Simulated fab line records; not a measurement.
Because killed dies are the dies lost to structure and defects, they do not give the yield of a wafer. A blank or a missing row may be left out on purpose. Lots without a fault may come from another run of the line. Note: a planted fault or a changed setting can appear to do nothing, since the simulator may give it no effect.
fab line records ; flow n5-finfet
record lots=7; wafers=39
route steps=1938 shown FIN_SAQP@102 SD_EPI_N@273 HKMG_FIN@433 MOL_CONTACT_COAG@547
start-h: start of the lot's first displayed wafer, in hours after the record's first day ; wait-h: hours elapsed since this lot's preceding step ; " the same as in the row above ; L1.1+2: one row covering several wafers at once ; - no value present, or no start provided ; * or withheld: withheld ; < > ~ a bound
route shown NAME@n: NAME is a module with steps in the file, n the number in the route of the first one ; usual: mean/standard deviation taken from wafers without a fault ; same: alike in all rows ; chamber/n: place in a boat ; sites: the reading at each site ; _std_site: standard deviation across them ; _edge_site: inner sites' mean taken away from outer sites' mean ; radius-mm: for every site, how far away it sits from the centre of the wafer ; mask NAME#n: copy n ; behind: tool/chamber where the wafer was last shaped ; hold: what put the lot on hold/how long, in hours/how the hold closed ; device: the transistor (n, p or np) that didn't switch ; end of line: the route-end tests of the same wafers ; a step with no rows: only its recipe ; killed: not the wafer's yield, but the dies lost to structure and defects at the first sort ; map: shows each die of a wafer: x if killed, . if not, _ if none is there
set.NAME: the setting that was run; set.NAME@STEP: the one run at that earlier step ; model.NAME: the simulator's own value behind a step, which no gauge read
one table per step and one row per wafer, for lots whose settings were changed on purpose
## steps
# step N5_FIN_SAQP_HM_DEP_72
# recipe material=SiO2; target-thk-a=120; temp-c=400; precursor=SiH4/N2O; pressure-torr=0.75; rf-w=275; time-s=7.2
lot.wafer;tool;chamber;start-h;wait-h;set.target-thk-a;model.SiO2_of_FIN_SAQP_HM_DEP_72.thk-nm
L077.1;pecvd-02;0;39.87;0.0;175.2;17.41
L077.2;pecvd-02;2;39.87;0.0;175.2;17.42
L077.3;pecvd-02;1;39.87;0.0;120;12.19
L077.4;pecvd-02;1;39.87;0.0;120;12.37
L077.5;pecvd-02;2;39.87;0.0;120;12.38
L077.6;pecvd-02;0;39.87;0.0;175.2;17.5
L078.1;pecvd-02;0;47.28;0.0;158.1;15.66
L078.2;pecvd-02;1;47.28;0.0;158.1;16.02
L078.3;pecvd-02;2;47.28;0.0;158.1;15.77
L078.4;pecvd-02;0;47.28;0.0;120;12.14
L078.5;pecvd-02;2;47.28;0.0;120;12.36
L078.6;pecvd-02;1;47.28;0.0;120;12.35
L079.3;pecvd-01;2;52.11;0.0;120;11.85
L079.4;pecvd-01;1;52.11;0.0;120;12.6
L079.5;pecvd-01;2;52.11;0.0;120;12.2
L081.1;pecvd-01;1;63.25;0.0;120;12.11
L081.2;pecvd-01;0;63.25;0.0;70.18;7.15
L081.3;pecvd-01;2;63.25;0.0;70.18;7.089
L081.4;pecvd-01;0;63.25;0.0;120;12.24
L081.5;pecvd-01;1;63.25;0.0;70.18;7.459
L081.6;pecvd-01;2;63.25;0.0;120;12.39
L086.1;pecvd-03;2;98.18;0.0;120;11.5
L086.2;pecvd-03;0;98.18;0.0;120;11.74
L086.3;pecvd-03;1;98.18;0.0;70.99;6.772
L086.4;pecvd-03;1;98.18;0.0;120;11.76
L086.5;pecvd-03;2;98.18;0.0;70.99;6.725
L086.6;pecvd-03;0;98.18;0.0;70.99;6.929
L087.1;pecvd-01;1;101.95;0.0;120;12.19
L087.2;pecvd-01;0;101.95;0.0;120;12.08
L087.3;pecvd-01;2;101.95;0.0;120;12.12
L087.4;pecvd-01;2;101.95;0.0;169.3;17.25
L087.5;pecvd-01;1;101.95;0.0;169.3;17.45
L087.6;pecvd-01;0;101.95;0.0;169.3;17.33
L096.1;pecvd-03;2;152.96;0.0;120;11.71
L096.2;pecvd-03;1;152.96;0.0;120;11.76
L096.3;pecvd-03;0;152.96;0.0;50.9;4.997
L096.4;pecvd-03;2;152.96;0.0;50.9;4.893
L096.5;pecvd-03;1;152.96;0.0;50.9;5.002
L096.6;pecvd-03;0;152.96;0.0;120;12.16
# step N5_FIN_SAQP_COAT_49
# recipe resist=SOC; temp-c=250; time-s=60; spin-rpm=1500; resist-thk-nm=100
# step N5_FIN_SAQP_COAT_50
# recipe resist=SiARC; temp-c=220; time-s=60; spin-rpm=1500; resist-thk-nm=35
# step N5_FIN_SAQP_ETCH_52
# recipe chemistry=N2/H2; target=SOC; target-depth-a=1000; overetch-a=200; mask-material=SiARC; temp-c=40; time-s=150; ion-energy-ev=200; pressure-mtorr=30; source-w=840; bias-w=150; n2-flow-sccm=200; h2-flow-sccm=200; ends=end-point
# step N5_FIN_SAQP_STRIP_53
# recipe chemistry=N2/H2; temp-c=40; n2-flow-sccm=200; h2-flow-sccm=200; rf-frequency-hz=6e+07
# step N5_FIN_SAQP_HM_OPEN_73
# recipe chemistry=CHF3/O2; target=SiO2; stop-on=a-Si; target-depth-a=120; over-etch-frac=1.8; mask-material=SOC; time-s=16.8; pressure-mtorr=30; source-w=650; bias-w=170; Ar_flow_sccm=200; CHF3_flow_sccm=50; O2_flow_sccm=5; ion-energy-ev=200; ends=end-point
lot.wafer;tool;chamber;start-h;wait-h;set.target-thk-a@FIN_SAQP_HM_DEP_72;model.etch.depth-nm
L077.1;rie-diel-02;2;40.61;0.0;175.2;17.41
L077.2;rie-diel-02;3;40.61;0.0;175.2;17.42
L077.3;rie-diel-02;0;40.61;0.0;120;12.19
L077.4;rie-diel-02;1;40.61;0.0;120;12.37
L077.5;rie-diel-02;3;40.61;0.0;120;12.38
L077.6;rie-diel-02;2;40.61;0.0;175.2;17.5
L078.1;rie-diel-03;0;48.16;0.0;158.1;15.66
L078.2;rie-diel-03;3;48.16;0.0;158.1;16.02
L078.3;rie-diel-03;2;48.16;0.0;158.1;15.77
L078.4;rie-diel-03;3;48.16;0.0;120;12.14
L078.5;rie-diel-03;0;48.16;0.0;120;12.36
L078.6;rie-diel-03;2;48.16;0.0;120;12.35
L079.3;rie-diel-02;0;52.73;0.0;120;11.85
L079.4;rie-diel-02;3;52.73;0.0;120;12.6
L079.5;rie-diel-02;1;52.73;0.0;120;12.2
L081.1;rie-diel-03;3;64.00;0.0;120;12.11
L081.2;rie-diel-03;1;64.00;0.0;70.18;7.15
L081.3;rie-diel-03;0;64.00;0.0;70.18;7.089
L081.4;rie-diel-03;2;64.00;0.0;120;12.24
L081.5;rie-diel-03;1;64.00;0.0;70.18;7.459
L081.6;rie-diel-03;2;64.00;0.0;120;12.39
L086.1;rie-diel-03;3;99.45;0.0;120;11.5
L086.2;rie-diel-03;2;99.45;0.0;120;11.74
L086.3;rie-diel-03;0;99.45;0.0;70.99;6.772
L086.4;rie-diel-03;1;99.45;0.0;120;11.76
L086.5;rie-diel-03;1;99.45;0.0;70.99;6.725
L086.6;rie-diel-03;0;99.45;0.0;70.99;6.929
L087.1;rie-diel-01;2;103.74;0.0;120;12.19
L087.2;rie-diel-01;3;103.74;0.0;120;12.08
L087.3;rie-diel-01;1;103.74;0.0;120;12.12
L087.4;rie-diel-01;0;103.74;0.0;169.3;17.25
L087.5;rie-diel-01;0;103.74;0.0;169.3;17.45
L087.6;rie-diel-01;3;103.74;0.0;169.3;17.33
L096.1;rie-diel-01;1;153.86;0.0;120;11.71
L096.2;rie-diel-01;3;153.86;0.0;120;11.76
L096.3;rie-diel-01;0;153.86;0.0;50.9;4.997
L096.4;rie-diel-01;2;153.86;0.0;50.9;4.893
L096.5;rie-diel-01;2;153.86;0.0;50.9;5.002
L096.6;rie-diel-01;1;153.86;0.0;120;12.16
# step N5_SD_EPI_N_DESCUM_14
# recipe chemistry=O2; time-s=7.9; source-power-w=50; bias-power-w=20; pressure-mtorr=20; rf-frequency-hz=2.712e+07; temp-c=40; resist=CAR-ArF-block; o2-flow-sccm=225
lot.wafer;tool;chamber;start-h;wait-h;set.time-s;model.CAR-ArF-block_of_SD_EPI_N_COAT_03.thk-nm
L077.1;rie-diel-01;1;69.42;0.0;7.9;143.2
L077.2;rie-diel-01;0;69.42;0.0;7.9;143.6
L077.3+6;rie-diel-01;3,1;69.42;0.0;3.843;146.2
L077.4;rie-diel-01;3;69.42;0.0;7.9;143.8
L077.5;rie-diel-01;0;69.42;0.0;3.843;146.4
L079.3+5;rie-diel-03;2;79.78;0.3;7.9;143.4
L079.4;rie-diel-03;1;79.78;0.3;7.9;143
L078.1;rie-diel-01;3;79.99;0.2;10.1;141.8
L078.2;rie-diel-01;1;79.99;0.2;7.9;143.2
L078.3;rie-diel-01;0;79.99;0.2;10.1;142
L078.4;rie-diel-01;2;79.99;0.2;10.1;141.6
L078.5;rie-diel-01;2;79.99;0.2;7.9;143.8
L078.6;rie-diel-01;1;79.99;0.2;7.9;143.4
L081.1+3+4+5;rie-diel-03;0,1,1,2;95.33;0.6;7.9;143.8
L081.2;rie-diel-03;2;95.33;0.6;7.9;144.2
L081.6;rie-diel-03;0;95.33;0.6;7.9;144
L086.1+3+6;rie-diel-01;2,3,2;127.46;0.0;10.66;142.2
L086.2;rie-diel-01;1;127.46;0.0;7.9;143.4
L086.4;rie-diel-01;0;127.46;0.0;7.9;144.2
L086.5;rie-diel-01;1;127.46;0.0;7.9;143.6
L087.1+2+4;rie-diel-03;2,0,3;130.43;0.0;7.9;143
L087.3+6;rie-diel-03;1;130.43;0.0;7.9;142.8
L087.5;rie-diel-03;0;130.43;0.0;7.9;143.2
L096.1+6;rie-diel-01;1,0;198.34;0.0;7.9;143.6
L096.2;rie-diel-01;2;198.34;0.0;4.692;145.8
L096.3;rie-diel-01;0;198.34;0.0;4.692;145.4
L096.4;rie-diel-01;3;198.34;0.0;7.9;143.8
L096.5;rie-diel-01;3;198.34;0.0;4.692;145.6
# step N5_SD_EPI_N_ETCH_34
# recipe chemistry=CF4; target=SiARC; target-depth-a=455; mask-material=CAR-ArF-block; time-s=75.8; ion-energy-ev=80; pressure-mtorr=40; source-w=545; bias-w=36; Ar_flow_sccm=100; cf4-flow-sccm=100; ends=cleared
lot.wafer;tool;chamber;start-h;wait-h;set.time-s@SD_EPI_N_DESCUM_14;model.CAR-ArF-block_of_SD_EPI_N_COAT_03.thk-nm
L077.1;rie-diel-01;1;69.45;0.0;7.9;110.6
L077.2;rie-diel-01;0;69.45;0.0;7.9;111.2
L077.3+6;rie-diel-01;3,1;69.45;0.0;3.843;113.6
L077.4;rie-diel-01;3;69.45;0.0;7.9;111.4
L077.5;rie-diel-01;0;69.45;0.0;3.843;113.8
L079.3;rie-diel-03;2;79.82;0.0;7.9;111
L079.4;rie-diel-03;1;79.82;0.0;7.9;110.6
L079.5;rie-diel-03;2;79.82;0.0;7.9;110.8
L078.1+4;rie-diel-01;3,2;80.02;0.0;10.1;109.4
L078.2+6;rie-diel-01;1;80.02;0.0;7.9;110.8
L078.3;rie-diel-01;0;80.02;0.0;10.1;109.6
L078.5;rie-diel-01;2;80.02;0.0;7.9;111.2
L081.1+3+4+6;rie-diel-03;0,1,1,0;95.36;0.0;7.9;111.6
L081.2;rie-diel-03;2;95.36;0.0;7.9;112
L081.5;rie-diel-03;2;95.36;0.0;7.9;111.4
L086.1+3+6;rie-diel-01;2,3,2;127.49;0.0;10.66;110
L086.2;rie-diel-01;1;127.49;0.0;7.9;111
L086.4;rie-diel-01;0;127.49;0.0;7.9;112
L086.5;rie-diel-01;1;127.49;0.0;7.9;111.4
L087.1+2+4;rie-diel-03;2,0,3;130.47;0.0;7.9;110.4
L087.3+6;rie-diel-03;1;130.47;0.0;7.9;110.2
L087.5;rie-diel-03;0;130.47;0.0;7.9;110.8
L096.1+4;rie-diel-01;1,3;198.38;0.0;7.9;111.2
L096.2;rie-diel-01;2;198.38;0.0;4.692;113.4
L096.3;rie-diel-01;0;198.38;0.0;4.692;112.8
L096.5;rie-diel-01;3;198.38;0.0;4.692;113
L096.6;rie-diel-01;0;198.38;0.0;7.9;111
# step N5_HKMG_FIN_DESCUM_17
# recipe chemistry=O2; time-s=7.9; source-power-w=50; bias-power-w=20; pressure-mtorr=20; rf-frequency-hz=2.712e+07; temp-c=40; resist=CAR-ArF; o2-flow-sccm=225
lot.wafer;tool;chamber;start-h;wait-h;set.time-s;model.CAR-ArF_of_HKMG_FIN_COAT_06.thk-nm
L077.1+3;rie-diel-01;0,3;100.48;1.2;6.693;83.8
L077.2+6;rie-diel-01;2,1;100.48;1.2;7.9;83
L077.4;rie-diel-01;1;100.48;1.2;6.693;83.6
L077.5;rie-diel-01;0;100.48;1.2;7.9;83.2
L079.3+4;rie-diel-03;0,2;108.19;0.0;7.9;83.2
L079.5;rie-diel-03;1;108.19;0.0;7.9;82.8
L078.1;rie-diel-02;1;109.30;0.1;4.854;84.8
L078.2;rie-diel-02;0;109.30;0.1;4.854;85
L078.3+4+5;rie-diel-02;2,1,2;109.30;0.1;7.9;83.2
L078.6;rie-diel-02;0;109.30;0.1;4.854;85.2
L081.1;rie-diel-02;0;121.82;0.2;9.402;82.4
L081.2;rie-diel-02;3;121.82;0.2;7.9;83.6
L081.3+4;rie-diel-02;2,1;121.82;0.2;9.402;82.6
L081.5+6;rie-diel-02;0,1;121.82;0.2;7.9;83.4
L086.1+2+5;rie-diel-01;1,0,2;155.03;0.0;7.9;83
L086.3+4+6;rie-diel-01;2,3,1;155.03;0.0;7.9;83.2
L087.1;rie-diel-03;3;156.92;0.3;10.43;81.6
L087.2;rie-diel-03;1;156.92;0.3;7.9;83.4
L087.3;rie-diel-03;0;156.92;0.3;7.9;83.2
L087.4+5;rie-diel-03;2,0;156.92;0.3;10.43;82
L087.6;rie-diel-03;3;156.92;0.3;7.9;83.6
L096.1;rie-diel-01;1;224.23;0.0;7.9;83.6
L096.2+3+4+5;rie-diel-01;3,0,2,3;224.23;0.0;7.9;83.2
L096.6;rie-diel-01;0;224.23;0.0;7.9;83
# step N5_HKMG_FIN_ETCH_31
# recipe chemistry=CF4; target=SiARC; target-depth-a=455; mask-material=CAR-ArF; time-s=75.8; ion-energy-ev=80; pressure-mtorr=40; source-w=545; bias-w=36; Ar_flow_sccm=100; cf4-flow-sccm=100; ends=cleared
lot.wafer;tool;chamber;start-h;wait-h;set.time-s@HKMG_FIN_DESCUM_17;model.CAR-ArF_of_HKMG_FIN_COAT_06.thk-nm
L077.1+3;rie-diel-01;0,3;100.51;0.0;6.693;51.2
L077.2+6;rie-diel-01;2,1;100.51;0.0;7.9;50.4
L077.4;rie-diel-01;1;100.51;0.0;6.693;51
L077.5;rie-diel-01;0;100.51;0.0;7.9;50.8
L079.3+4;rie-diel-03;0,2;108.23;0.0;7.9;50.6
L079.5;rie-diel-03;1;108.23;0.0;7.9;50.2
L078.1;rie-diel-02;1;109.33;0.0;4.854;52.2
L078.2;rie-diel-02;0;109.33;0.0;4.854;52.4
L078.3+4+5;rie-diel-02;2,1,2;109.33;0.0;7.9;50.6
L078.6;rie-diel-02;0;109.33;0.0;4.854;52.6
L081.1;rie-diel-02;0;121.86;0.0;9.402;49.8
L081.2+5+6;rie-diel-02;3,0,1;121.86;0.0;7.9;50.8
L081.3+4;rie-diel-02;2,1;121.86;0.0;9.402;50
L086.1+5;rie-diel-01;1,2;155.06;0.0;7.9;50.2
L086.2+3;rie-diel-01;0,2;155.06;0.0;7.9;50.4
L086.4+6;rie-diel-01;3,1;155.06;0.0;7.9;50.6
L087.1;rie-diel-03;3;156.95;0.0;10.43;49
L087.2+6;rie-diel-03;1,3;156.95;0.0;7.9;50.8
L087.3;rie-diel-03;0;156.95;0.0;7.9;50.4
L087.4;rie-diel-03;2;156.95;0.0;10.43;49.4
L087.5;rie-diel-03;0;156.95;0.0;10.43;49.2
L096.1;rie-diel-01;1;224.27;0.0;7.9;51
L096.2+4+5;rie-diel-01;3,2,3;224.27;0.0;7.9;50.8
L096.3+6;rie-diel-01;0;224.27;0.0;7.9;50.6
# step N5_MOL_CONTACT_COAG_SPUTTER_143
# recipe material=Co; target-thk-a=25; temp-c=25; chamber-pressure-pa=0.2
lot.wafer;tool;chamber;start-h;wait-h;set.target-thk-a;model.Co_of_MOL_CONTACT_COAG_SPUTTER_143.thk-nm
L077.1+5+6;pvd-sputter-02;-;117.10;0.0;18.88;1.8
L077.2+3;pvd-sputter-02;-;117.10;0.0;25;2.4
L077.4;pvd-sputter-02;-;117.10;0.0;25;2.6
L079.3+4+5;pvd-sputter-01;-;125.25;0.0;25;2.6
L078.1;pvd-sputter-02;-;125.50;0.0;25;2.6
L078.2+5;pvd-sputter-02;-;125.50;0.0;25;2.4
L078.3+4+6;pvd-sputter-02;-;125.50;0.0;12.17;1.2
L081.1+6;pvd-sputter-03;-;138.31;0.0;25;2.6
L081.2+4;pvd-sputter-03;-;138.31;0.0;19.6;2
L081.3;pvd-sputter-03;-;138.31;0.0;19.6;1.8
L081.5;pvd-sputter-03;-;138.31;0.0;25;2.4
L086.1+6;pvd-sputter-03;-;170.02;0.0;25;2.4
L086.2;pvd-sputter-03;-;170.02;0.0;25;2.6
L086.3+5;pvd-sputter-03;-;170.02;0.0;12.34;1.4
L086.4;pvd-sputter-03;-;170.02;0.0;12.34;1.2
L087.1+4;pvd-sputter-02;-;170.82;0.0;12.19;1
L087.2+3+5;pvd-sputter-02;-;170.82;0.0;25;2.4
L087.6;pvd-sputter-02;-;170.82;0.0;12.19;1.2
L096.1+3+4;pvd-sputter-03;-;240.47;0.0;25;2.6
L096.2+6;pvd-sputter-03;-;240.47;0.0;37.54;4
L096.5;pvd-sputter-03;-;240.47;0.0;37.54;3.8
## key
split step=N5_FIN_SAQP_HM_DEP_72; setting=target-thk-a; stated=120; by=wafer
response step=N5_FIN_SAQP_HM_DEP_72; reading=model.SiO2_of_FIN_SAQP_HM_DEP_72.thk-nm; change=+0.119; per=1%; r=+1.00
response step=N5_FIN_SAQP_HM_OPEN_73; reading=model.etch.depth-nm; change=+0.119; per=1%; r=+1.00
split step=N5_SD_EPI_N_DESCUM_14; setting=time-s; stated=7.9; by=wafer
response step=N5_SD_EPI_N_DESCUM_14; reading=model.CAR-ArF-block_of_SD_EPI_N_COAT_03.thk-nm; change=-0.0508; per=1%; r=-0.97
response step=N5_SD_EPI_N_ETCH_34; reading=model.CAR-ArF-block_of_SD_EPI_N_COAT_03.thk-nm; change=-0.0484; per=1%; r=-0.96
split step=N5_HKMG_FIN_DESCUM_17; setting=time-s; stated=7.9; by=wafer
response step=N5_HKMG_FIN_DESCUM_17; reading=model.CAR-ArF_of_HKMG_FIN_COAT_06.thk-nm; change=-0.0471; per=1%; r=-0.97
response step=N5_HKMG_FIN_ETCH_31; reading=model.CAR-ArF_of_HKMG_FIN_COAT_06.thk-nm; change=-0.0457; per=1%; r=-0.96
split step=N5_MOL_CONTACT_COAG_SPUTTER_143; setting=target-thk-a; stated=25; by=wafer
response step=N5_MOL_CONTACT_COAG_SPUTTER_143; reading=model.Co_of_MOL_CONTACT_COAG_SPUTTER_143.thk-nm; change=+0.0252; per=1%; r=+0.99
